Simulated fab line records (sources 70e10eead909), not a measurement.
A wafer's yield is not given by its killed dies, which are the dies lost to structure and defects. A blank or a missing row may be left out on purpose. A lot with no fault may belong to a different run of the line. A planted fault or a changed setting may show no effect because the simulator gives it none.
fab line records	flow nandHarc
[record] lots = 24	wafers = 72	lastDay = 25
route steps=1159 shown A_M1@1053 A_BONDPAD@1088 THIN_TSV@1103
lots that met no fault: from a run of the same line without faults
startH: start of the lot's first displayed wafer, in hours after the record's first day	waitH: how many hours have passed since the lot's step before this one	" repeats the value in the row above	L1.1+2: one row covering several wafers at once	- no value present, or no start provided	* or withheld: withheld	< > ~ a bound
route shown NAME@n: NAME is a module with steps in the file, n the number in the route of the first one	usual: average and standard deviation across the fault-free wafers	same: alike in all rows	chamber/n: place in a boat	sites: readings site by site	_std_site: the values' standard deviation	_edge_site: mean of outer sites minus mean of inner sites	radiusMm: how far each site lies from the wafer's centre	mask NAME#n: copy n	behind: the last tool/chamber to shape the wafer	hold: cause of the lot's hold/its duration in hours/its outcome	device: the transistor (n, p or np) that didn't switch	end of line: tests of these same wafers at the route's end	where a step has no rows: the recipe by itself	killed: dies lost to structure and defects at the first sort, not the wafer's yield	map: shows each die of a wafer: x if killed, . if not, _ if none is there
set.NAME: the setting that was run; set.NAME@STEP: the one run at that earlier step	model.NAME: the simulator's own value behind a step, which no gauge read
a sample of lots followed through the steps of the route, with each step as a table and each wafer as a row
services: when a tool's chamber went out of use (startH, in hours from the record's first day, below 0 if earlier), for how many hours, and the reason
[[steps]]
[step NHARC_A_M1_THK_MEAS_24]
[recipe] thkMeasGauge = xrf
[usual] thkNm = 154.3/1.6
lot.wafer	tool	chamber	startH	waitH	thkNm
L074.1	filmMetro-01	-	417.65	-	153.1
L074.3	"	-	"	"	151.9
L074.4	"	-	"	"	155.2
L076.2	filmMetro-02	-	418.53	-	155.4
L076.3	"	-	"	"	155.5
L076.5	"	-	"	"	155.1
L075.1	filmMetro-01	-	418.87	-	153.2
L075.4	"	-	"	"	151.9
L075.5	"	-	"	"	153.6
L077.1	filmMetro-01	-	430.52	-	153.4
L077.2	"	-	"	"	156.5
L077.3	"	-	"	"	152.7
L079.1	filmMetro-01	-	431.36	-	154.4
L079.2	"	-	"	"	154.3
L079.3	"	-	"	"	152.7
L078.1	filmMetro-01	-	441.63	-	154.5
L078.5	"	-	"	"	151.5
L078.6	"	-	"	"	153.4
L082.1	filmMetro-02	-	449.13	-	153.5
L082.4	"	-	"	"	151.5
L082.6	"	-	"	"	154.4
L081.2	filmMetro-01	-	451.19	-	153.3
L081.5	"	-	"	"	152.0
L081.6	"	-	"	"	155.9
L080.3	filmMetro-01	-	454.57	-	153.7
L080.4	"	-	"	"	153.4
L080.6	"	-	"	"	155.2
L083.1	filmMetro-01	-	463.69	-	155.4
L083.3	"	-	"	"	152.8
L083.6	"	-	"	"	151.7
L084.2	filmMetro-01	-	468.89	-	151.5
L084.3	"	-	"	"	155.8
L084.4	"	-	"	"	153.7
L088.2	filmMetro-02	-	471.28	-	155.8
L088.4	"	-	"	"	154.5
L088.5	"	-	"	"	152.9
L087.2	filmMetro-01	-	472.10	-	153.7
L087.4	"	-	"	"	154.1
L087.5	"	-	"	"	152.4
L086.3	filmMetro-02	-	475.83	-	154.8
L086.4	"	-	"	"	154.1
L086.5	"	-	"	"	157.2
L085.3	filmMetro-01	-	485.16	-	155.6
L085.5	"	-	"	"	154.9
L085.6	"	-	"	"	153.2
L089.1	filmMetro-02	-	499.75	-	152.6
L089.5	"	-	"	"	151.1
L089.6	"	-	"	"	151.8
L091.2	filmMetro-02	-	504.72	-	158.7
L091.5	"	-	"	"	155.5
L091.6	"	-	"	"	153.0
L090.3	filmMetro-02	-	505.86	-	153.1
L090.4	"	-	"	"	154.7
L090.5	"	-	"	"	156.0
L092.1	filmMetro-02	-	506.62	-	154.9
L092.5	"	-	"	"	157.5
L092.6	"	-	"	"	155.4
L093.2	filmMetro-01	-	514.24	-	153.5
L093.3	"	-	"	"	152.7
L093.6	"	-	"	"	155.5
L094.1	filmMetro-02	-	515.19	-	152.8
L094.4	"	-	"	"	155.7
L094.6	"	-	"	"	154.2
L095.3	filmMetro-02	-	523.41	-	155.0
L095.5	"	-	"	"	154.4
L095.6	"	-	"	"	154.1
L096.1	filmMetro-02	-	523.65	-	154.1
L096.2	"	-	"	"	155.7
L096.4	"	-	"	"	155.3
L097.2	filmMetro-01	-	558.30	-	157.8
L097.3	"	-	"	"	157.7
L097.4	"	-	"	"	157.5
[step NHARC_A_M1_DEP_33]
[recipe] targetThkA = 300	tempC = 370	targetThkNm = 30	pressureTorr = 3	flowSccm = 200	rfW = 450	material = SiCN
[usual] heaterPowerW = 594/88
lot.wafer	tool	chamber	startH	waitH	heaterPowerW
L074.1	pecvd-01	2	417.95	0.1	389
L074.3	"	0	"	"	531
L074.4	"	1	"	"	539
L076.3	pecvd-03	2	419.38	0.1	633
L076.2	"	0	"	"	707
L076.5	"	1	"	"	508
L075.1	pecvd-04	1	419.55	0.1	611
L075.5	"	0	"	"	624
L075.4	"	2	"	"	565
L077.1	pecvd-03	0	430.82	0.1	741
L077.2	"	1	"	"	541
L077.3	"	2	"	"	677
L079.1	pecvd-04	2	431.66	0.1	504
L079.2	"	0	"	"	626
L079.3	"	1	"	"	692
L078.1	pecvd-04	2	442.02	0.1	569
L078.5	"	0	"	"	556
L078.6	"	1	"	"	577
L082.1	pecvd-04	1	449.52	0.1	691
L082.4	"	2	"	"	526
L082.6	"	1	"	"	698
L081.2	pecvd-04	0	451.54	0.1	584
L081.5	"	0	"	"	574
L081.6	"	1	"	"	717
L080.3	pecvd-03	1	454.92	0.1	577
L080.6	"	0	"	"	708
L080.4	"	2	"	"	704
L083.3	pecvd-03	2	464.20	0.1	642
L083.1	"	0	"	"	743
L083.6	"	2	"	"	643
L084.2	pecvd-03	0	469.19	0.1	686
L084.3	"	1	"	"	620
L084.4	"	1	"	"	594
L088.2	pecvd-01	2	471.66	0.1	423
L088.4	"	1	"	"	603
L088.5	"	2	"	"	418
L087.2	pecvd-01	0	472.83	0.1	637
L087.4	"	1	"	"	651
L087.5	"	0	"	"	642
L086.3	pecvd-04	1	476.13	0.1	721
L086.5	"	2	"	"	575
L086.4	"	0	"	"	637
L085.3	pecvd-01	1	485.46	0.1	563
L085.5	"	1	"	"	576
L085.6	"	2	"	"	373
L089.1	pecvd-01	0	500.14	0.1	565
L089.6	"	1	"	"	595
L089.5	"	0	"	"	555
L091.2	pecvd-03	2	505.02	0.1	574
L091.5	"	2	"	"	576
L091.6	"	1	"	"	618
L090.3	pecvd-03	1	506.25	0.1	632
L090.5	"	2	"	"	628
L090.4	"	1	"	"	649
L092.1	pecvd-03	0	507.11	0.1	723
L092.5	"	2	"	"	632
L092.6	"	0	"	"	708
L093.2	pecvd-04	1	514.58	0.1	616
L093.3	"	2	"	"	602
L093.6	"	1	"	"	621
L094.1	pecvd-01	2	515.49	0.1	402
L094.4	"	2	"	"	397
L094.6	"	0	"	"	628
L095.3	pecvd-03	0	523.72	0.1	714
L095.6	"	0	"	"	720
L095.5	"	2	"	"	643
L096.2	pecvd-01	1	523.96	0.1	647
L096.1	"	2	"	"	399
L096.4	"	0	"	"	595
L097.2	pecvd-01	2	559.55	0.1	417
L097.3	"	0	"	"	599
L097.4	"	2	"	"	426
[step NHARC_A_BONDPAD_CMP_19]
[recipe] tOverpolishS = 30	cuRecessTouchS = 16	targetThkNm = 169.8
[usual] motorCurrentA = 12.2/1.6	overpolishRunS = 29.999/0.0082	slurryFilterDpKPa = 13.50/0.14
lot.wafer	tool	chamber	startH	waitH	motorCurrentA	overpolishRunS	slurryFilterDpKPa
L074.1	cmp-01	0	422.04	-	11.0	29.996	13.72
L074.4	"	1	"	"	11.4	30.006	13.58
L074.3	"	2	"	"	10.7	29.998	13.59
L076.2	cmp-01	0	423.60	-	11.7	30.010	13.73
L076.3	"	2	"	"	11.3	30.005	13.59
L076.5	"	0	"	"	11.3	29.981	13.56
L075.4	cmp-03	2	423.78	-	10.7	29.994	13.60
L075.1	"	0	"	"	11.1	30.000	13.39
L075.5	"	2	"	"	10.7	29.982	13.41
L077.3	cmp-03	3	435.04	-	11.2	30.019	13.60
L077.1	"	0	"	"	11.6	29.983	13.42
L077.2	"	2	"	"	11.3	30.009	13.47
L079.1	cmp-02	3	436.12	-	17.9	29.997	13.54
L079.3	"	0	"	"	11.4	29.993	13.48
L079.2	"	1	"	"	13.1	29.996	13.36
L078.1	cmp-03	1	446.29	-	11.8	30.012	13.58
L078.5	"	2	"	"	11.5	29.986	13.53
L078.6	"	3	"	"	11.5	30.004	13.59
L082.1	cmp-02	3	453.99	-	16.5	29.988	13.53
L082.4	"	2	"	"	11.7	29.997	13.50
L082.6	"	0	"	"	10.8	29.989	13.47
L081.2	cmp-01	3	455.66	-	13.7	29.990	13.43
L081.5	"	0	"	"	11.5	29.998	13.59
L081.6	"	1	"	"	11.8	30.000	13.48
L080.4	cmp-02	2	458.95	-	11.9	29.998	13.51
L080.3	"	1	"	"	12.8	29.994	13.41
L080.6	"	3	"	"	16.0	29.990	13.27
L083.1	cmp-01	1	468.35	-	11.1	29.983	13.50
L083.3	"	2	"	"	11.3	30.002	13.45
L083.6	"	2	"	"	11.4	30.007	13.50
L084.3	cmp-03	2	473.16	-	10.7	30.006	13.67
L084.2	"	3	"	"	11.2	30.003	13.24
L084.4	"	0	"	"	11.8	30.009	13.66
L088.2	cmp-03	1	476.04	-	11.8	29.997	13.40
L088.4	"	2	"	"	11.2	30.009	13.64
L088.5	"	1	"	"	12.3	30.004	13.56
L087.2	cmp-03	2	476.78	-	10.8	29.996	13.49
L087.4	"	1	"	"	11.8	29.998	13.31
L087.5	"	3	"	"	11.5	30.004	13.54
L086.4	cmp-01	3	480.42	-	13.5	30.019	13.32
L086.3	"	0	"	"	11.1	29.991	13.50
L086.5	"	0	"	"	11.7	30.001	13.32
L085.3	cmp-02	3	489.54	-	16.2	29.986	13.56
L085.5	"	2	"	"	12.0	29.992	13.30
L085.6	"	3	"	"	16.8	29.997	13.73
L089.1	cmp-01	3	504.07	-	14.1	30.004	13.34
L089.5	"	3	"	"	13.9	30.005	13.34
L089.6	"	0	"	"	11.3	30.007	13.38
L091.2	cmp-01	0	509.10	-	11.2	30.004	13.54
L091.6	"	3	"	"	12.4	30.000	13.67
L091.5	"	0	"	"	11.2	30.000	13.56
L090.4	cmp-01	1	510.21	-	11.1	29.989	13.43
L090.3	"	2	"	"	11.4	29.995	13.54
L090.5	"	2	"	"	10.0	30.010	13.62
L092.1	cmp-02	2	511.31	-	11.7	29.992	13.32
L092.6	"	2	"	"	11.6	29.982	13.39
L092.5	"	3	"	"	15.5	30.012	13.46
L093.2	cmp-02	2	518.73	-	11.7	29.996	13.52
L093.3	"	1	"	"	13.2	30.000	13.31
L093.6	"	2	"	"	12.3	30.012	13.28
L094.1	cmp-02	0	519.70	-	11.2	30.002	13.55
L094.4	"	3	"	"	16.9	30.007	13.40
L094.6	"	1	"	"	12.6	30.003	13.44
L095.3	cmp-01	3	527.77	-	13.8	30.000	13.72
L095.6	"	2	"	"	11.2	29.992	13.80
L095.5	"	3	"	"	13.2	30.009	13.59
L096.1	cmp-03	3	528.35	-	11.0	30.006	13.50
L096.2	"	1	"	"	12.1	30.001	13.52
L096.4	"	2	"	"	10.7	30.003	13.39
L097.2	cmp-02	1	563.48	-	13.4	29.985	13.95
L097.3	"	3	"	"	16.8	29.992	13.51
L097.4	"	0	"	"	11.4	29.993	13.54
[step NHARC_A_BONDPAD_INSPECT_23]
[usual] rawDefectCount = 454/110
lot.wafer	tool	chamber	startH	waitH	rawDefectCount
L074.1	defectInspect-01	-	422.59	0.0	647
L074.3	"	-	"	"	665
L074.4	"	-	"	"	872
L076.2	defectInspect-02	-	424.10	0.0	399
L076.3	"	-	"	"	461
L076.5	"	-	"	"	611
L075.1	defectInspect-02	-	424.28	0.0	447
L075.4	"	-	"	"	573
L075.5	"	-	"	"	349
L077.1	defectInspect-02	-	435.59	0.0	413
L077.2	"	-	"	"	384
L077.3	"	-	"	"	346
L079.1	defectInspect-02	-	436.69	0.0	534
L079.2	"	-	"	"	381
L079.3	"	-	"	"	364
L078.1	defectInspect-02	-	446.73	0.0	511
L078.5	"	-	"	"	481
L078.6	"	-	"	"	440
L082.1	defectInspect-01	-	454.53	0.0	420
L082.4	"	-	"	"	604
L082.6	"	-	"	"	574
L081.2	defectInspect-01	-	456.10	0.0	401
L081.5	"	-	"	"	440
L081.6	"	-	"	"	448
L080.3	defectInspect-01	-	459.48	0.0	323
L080.4	"	-	"	"	343
L080.6	"	-	"	"	375
L083.1	defectInspect-01	-	468.88	0.0	386
L083.3	"	-	"	"	327
L083.6	"	-	"	"	303
L084.2	defectInspect-02	-	473.68	0.0	454
L084.3	"	-	"	"	472
L084.4	"	-	"	"	659
L088.2	defectInspect-02	-	476.57	0.0	429
L088.4	"	-	"	"	397
L088.5	"	-	"	"	362
L087.2	defectInspect-02	-	477.33	0.0	458
L087.4	"	-	"	"	288
L087.5	"	-	"	"	419
L086.3	defectInspect-02	-	480.97	0.0	387
L086.4	"	-	"	"	414
L086.5	"	-	"	"	584
L085.3	defectInspect-02	-	490.04	0.0	618
L085.5	"	-	"	"	324
L085.6	"	-	"	"	393
L089.1	defectInspect-02	-	504.60	0.0	348
L089.5	"	-	"	"	543
L089.6	"	-	"	"	413
L091.2	defectInspect-02	-	509.62	0.0	336
L091.5	"	-	"	"	496
L091.6	"	-	"	"	385
L090.3	defectInspect-02	-	510.76	0.0	369
L090.4	"	-	"	"	563
L090.5	"	-	"	"	459
L092.1	defectInspect-01	-	511.83	0.0	594
L092.5	"	-	"	"	846
L092.6	"	-	"	"	492
L093.2	defectInspect-01	-	519.26	0.0	334
L093.3	"	-	"	"	297
L093.6	"	-	"	"	455
L094.1	defectInspect-02	-	520.25	0.0	444
L094.4	"	-	"	"	404
L094.6	"	-	"	"	494
L095.3	defectInspect-01	-	528.29	0.0	557
L095.5	"	-	"	"	744
L095.6	"	-	"	"	472
L096.1	defectInspect-02	-	528.89	0.0	379
L096.2	"	-	"	"	341
L096.4	"	-	"	"	379
L097.2	defectInspect-01	-	564.03	0.0	549
L097.3	"	-	"	"	530
L097.4	"	-	"	"	464
[step NHARC_THIN_TSV_THK_MEAS_02]
[recipe] thkMeasGauge = ir
[usual] thkNm = 3007/190
lot.wafer	tool	chamber	startH	waitH	thkNm
L074.1	filmMetro-02	-	436.20	-	2855
L074.3	"	-	"	"	3094
L074.4	"	-	"	"	2955
L075.1	filmMetro-02	-	437.41	-	3054
L075.4	"	-	"	"	2861
L075.5	"	-	"	"	3095
L076.2	filmMetro-02	-	438.60	-	2543
L076.3	"	-	"	"	2975
L076.5	"	-	"	"	2816
L077.1	filmMetro-01	-	447.13	-	3065
L077.2	"	-	"	"	2864
L077.3	"	-	"	"	2755
L079.1	filmMetro-01	-	448.34	0.2	3009
L079.2	"	-	"	"	2976
L079.3	"	-	"	"	3179
L078.1	filmMetro-01	-	459.09	-	2835
L078.5	"	-	"	"	2836
L078.6	"	-	"	"	2833
L082.1	filmMetro-01	-	467.09	-	2976
L082.4	"	-	"	"	2761
L082.6	"	-	"	"	2762
L081.2	filmMetro-02	-	468.28	-	2865
L081.5	"	-	"	"	3432
L081.6	"	-	"	"	3109
L080.3	filmMetro-02	-	471.95	0.2	3014
L080.4	"	-	"	"	2724
L080.6	"	-	"	"	2908
L084.2	filmMetro-02	-	482.46	-	2989
L084.3	"	-	"	"	3133
L084.4	"	-	"	"	2857
L083.1	filmMetro-02	-	483.68	0.2	3144
L083.3	"	-	"	"	3383
L083.6	"	-	"	"	3082
L087.2	filmMetro-01	-	489.71	-	3072
L087.4	"	-	"	"	2986
L087.5	"	-	"	"	2763
L088.2	filmMetro-02	-	491.17	-	3035
L088.4	"	-	"	"	3208
L088.5	"	-	"	"	3144
L086.3	filmMetro-01	-	492.12	-	3184
L086.4	"	-	"	"	2855
L086.5	"	-	"	"	3101
L085.3	filmMetro-02	-	501.50	-	3225
L085.5	"	-	"	"	3413
L085.6	"	-	"	"	3321
L090.3	filmMetro-01	-	518.71	0.2	3017
L090.4	"	-	"	"	3231
L090.5	"	-	"	"	3022
L089.1	filmMetro-01	-	519.88	0.2	2958
L089.5	"	-	"	"	3102
L089.6	"	-	"	"	2612
L091.2	filmMetro-02	-	521.22	0.2	2819
L091.5	"	-	"	"	3142
L091.6	"	-	"	"	2883
L092.1	filmMetro-01	-	523.48	0.2	3083
L092.5	"	-	"	"	3017
L092.6	"	-	"	"	3215
L094.1	filmMetro-02	-	530.74	-	2854
L094.4	"	-	"	"	2770
L094.6	"	-	"	"	3219
L093.2	filmMetro-02	-	531.93	-	2839
L093.3	"	-	"	"	2807
L093.6	"	-	"	"	2941
L095.3	filmMetro-02	-	539.69	-	2644
L095.5	"	-	"	"	2950
L095.6	"	-	"	"	2818
L096.1	filmMetro-02	-	540.87	0.2	2995
L096.2	"	-	"	"	3031
L096.4	"	-	"	"	3284
L097.2	filmMetro-02	-	576.41	0.2	3189
L097.3	"	-	"	"	3229
L097.4	"	-	"	"	2962
[step NHARC_THIN_TSV_CD_MEAS_16]
[usual] cdNm = 999.7/2.3
lot.wafer	tool	chamber	startH	waitH	cdNm
L074.1	cdSem-02	-	438.22	0.1	999.8
L074.3	"	-	"	"	999.6
L074.4	"	-	"	"	1000.6
L075.1	cdSem-01	-	439.45	0.1	999.7
L075.4	"	-	"	"	1000.3
L075.5	"	-	"	"	1003.3
L076.2	cdSem-02	-	440.61	0.1	999.8
L076.3	"	-	"	"	1001.2
L076.5	"	-	"	"	1000.8
L077.1	cdSem-01	-	449.15	0.1	994.6
L077.2	"	-	"	"	995.1
L077.3	"	-	"	"	997.0
L079.1	cdSem-01	-	450.38	0.1	998.2
L079.2	"	-	"	"	1000.3
L079.3	"	-	"	"	999.7
L078.1	cdSem-02	-	461.23	0.1	1000.5
L078.5	"	-	"	"	1002.9
L078.6	"	-	"	"	999.2
L082.1	cdSem-02	-	469.23	0.1	1000.9
L082.4	"	-	"	"	1005.3
L082.6	"	-	"	"	1003.6
L081.2	cdSem-03	-	470.21	0.1	1001.0
L081.5	"	-	"	"	1000.1
L081.6	"	-	"	"	1001.2
L080.3	cdSem-03	-	474.09	0.1	1001.9
L080.4	"	-	"	"	997.9
L080.6	"	-	"	"	1000.6
L084.2	cdSem-01	-	484.55	0.1	1000.1
L084.3	"	-	"	"	998.8
L084.4	"	-	"	"	1003.2
L083.1	cdSem-01	-	485.81	0.1	999.0
L083.3	"	-	"	"	1004.0
L083.6	"	-	"	"	1000.2
L087.2	cdSem-03	-	491.73	0.1	1001.3
L087.4	"	-	"	"	1000.1
L087.5	"	-	"	"	1003.9
L088.2	cdSem-03	-	493.24	0.1	1000.2
L088.4	"	-	"	"	997.7
L088.5	"	-	"	"	1000.0
L086.3	cdSem-02	-	494.30	0.1	997.6
L086.4	"	-	"	"	1002.5
L086.5	"	-	"	"	1001.9
L085.3	cdSem-03	-	503.39	0.1	999.6
L085.5	"	-	"	"	999.4
L085.6	"	-	"	"	998.3
L090.3	cdSem-01	-	520.62	0.1	1001.3
L090.4	"	-	"	"	998.9
L090.5	"	-	"	"	1000.8
L089.1	cdSem-03	-	522.14	0.1	996.8
L089.5	"	-	"	"	995.7
L089.6	"	-	"	"	997.6
L091.2	cdSem-03	-	523.12	0.1	995.8
L091.5	"	-	"	"	996.1
L091.6	"	-	"	"	998.5
L092.1	cdSem-01	-	525.50	0.1	996.3
L092.5	"	-	"	"	998.5
L092.6	"	-	"	"	998.0
L094.1	cdSem-03	-	532.64	0.1	1001.2
L094.4	"	-	"	"	996.8
L094.6	"	-	"	"	1000.8
L093.2	cdSem-02	-	533.95	0.1	998.8
L093.3	"	-	"	"	995.9
L093.6	"	-	"	"	995.5
L095.3	cdSem-02	-	541.71	0.1	999.3
L095.5	"	-	"	"	1000.4
L095.6	"	-	"	"	1002.2
L096.1	cdSem-02	-	542.77	0.1	1001.0
L096.2	"	-	"	"	1002.7
L096.4	"	-	"	"	1001.4
L097.2	cdSem-03	-	578.32	0.1	995.5
L097.3	"	-	"	"	1000.1
L097.4	"	-	"	"	1001.3
[[services]]
tool	chamber	startH	hours	kind
cmp-02	-	398.80	0.3	repair
cmp-02	-	408.65	0.8	repair
cmp-01	-	409.22	4.1	repair
pecvd-01	-	418.21	13.0	pm
cmp-02	-	422.52	4.0	pm
cmp-02	-	448.72	0.8	repair
cmp-03	-	450.11	4.0	pm
cmp-02	-	459.33	1.7	repair
pecvd-01	-	461.50	2.8	repair
pecvd-03	-	473.10	13.0	pm
pecvd-03	0	473.10	13.0	ventCycle
pecvd-03	1	473.10	13.0	ventCycle
pecvd-03	2	473.10	13.0	ventCycle
cmp-01	-	476.03	4.0	pm
pecvd-04	2	478.29	19.0	repair
cmp-01	-	483.79	7.8	repair
cmp-02	-	489.81	2.4	repair
pecvd-04	0	498.02	17.1	repair
cmp-02	-	520.52	4.0	pm
cmp-03	-	529.55	0.4	repair
pecvd-04	0	539.50	13.9	repair
cmp-02	-	542.85	1.4	repair
cmp-03	-	548.13	4.0	pm
pecvd-04	-	557.00	13.0	pm
[[key]]
fault none
